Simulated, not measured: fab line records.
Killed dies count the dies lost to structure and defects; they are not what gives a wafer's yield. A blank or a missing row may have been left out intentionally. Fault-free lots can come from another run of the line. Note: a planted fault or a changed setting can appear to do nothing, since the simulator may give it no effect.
Which tool did it? | flow nand harc | 18 wafers from 6 lots sampled at 4 of the route's 1302 steps

== WHAT THE GAUGES SHOWED, per wafer ==
NHARC_P_M0_INSPECT_11.
lot  | measured     | on                | raw defect count
L180 | day 7 16:13  | defect inspect-02 | 3 0 5
L182 | day 8 13:49  | defect inspect-01 | 5 3 5
L186 | day 10 09:15 | defect inspect-02 | 5 1 2
L188 | day 10 21:22 | defect inspect-01 | 8 6 3
L192 | day 13 00:17 | defect inspect-01 | 7 2 8
L199 | day 15 16:21 | defect inspect-02 | 0 5 3

== WHAT TOOL EACH LOT RAN ON (gives the tool, then ch and the chambers of the sampled wafers, and finally the start) ==
lot  | NHARC_P_GATE_STRIP_95                | NHARC_P_CONTACT_ETCH_35            | NHARC_P_CONTACT_CMP_24
L180 | plasma asher-02 ch 0,1, day 7 08:37  | rie diel-08 ch 1,2,3, day 7 12:11  | cmp-02 ch 0,1,2, day 7 14:47
L182 | plasma asher-02 ch 0, day 8 06:10    | rie diel-10 ch 0,3, day 8 09:45    | cmp-04 ch 0,1, day 8 12:25
L186 | plasma asher-02 ch 0,1, day 9 23:38  | rie diel-08 ch 0,2,3, day 10 03:34 | cmp-02 ch 1,2,3, day 10 06:11
L188 | plasma asher-02 ch 0, day 10 13:12   | rie diel-12 ch 1,2, day 10 17:20   | cmp-03 ch 1,2,3, day 10 20:00
L192 | plasma asher-01 ch 0,1, day 12 16:26 | rie diel-10 ch 0,1, day 12 20:08   | cmp-03 ch 0,1, day 12 22:51
L199 | plasma asher-02 ch 0,1, day 15 08:27 | rie diel-08 ch 1,2,3, day 15 12:13 | cmp-04 ch 0,2,3, day 15 15:00
- NHARC_P_GATE_STRIP_95: strips in O2.
- NHARC_P_CONTACT_ETCH_35: etches the open film in CF4, target depth 39 nm, time 65 s.
- NHARC_P_CONTACT_CMP_24: polishes, t overpolish 30 s, target thk 200 nm.

== THE ANSWER, worked out from the rows above alone ==
Rule: the usual values come from the lots themselves. The widest of any qualifying gaps counts: lots, ordered by their means at a reading, are off when they make up no more than a third of the lots, leave a main group of 4 or more, and stand apart from it by 3 or more times the standard deviation of that group's means. A main group is skipped when, at the precision printed for the reading in the tables above, its means are all equal. Also off: a lot with no number at a reading for which 4 or more lots have one. All remaining lots with rows at the step are treated as sound.
No lot is off on any of the readings shown, so nothing can be concluded from this.

== WHAT WAS PUT IN BY THE SIMULATOR ==
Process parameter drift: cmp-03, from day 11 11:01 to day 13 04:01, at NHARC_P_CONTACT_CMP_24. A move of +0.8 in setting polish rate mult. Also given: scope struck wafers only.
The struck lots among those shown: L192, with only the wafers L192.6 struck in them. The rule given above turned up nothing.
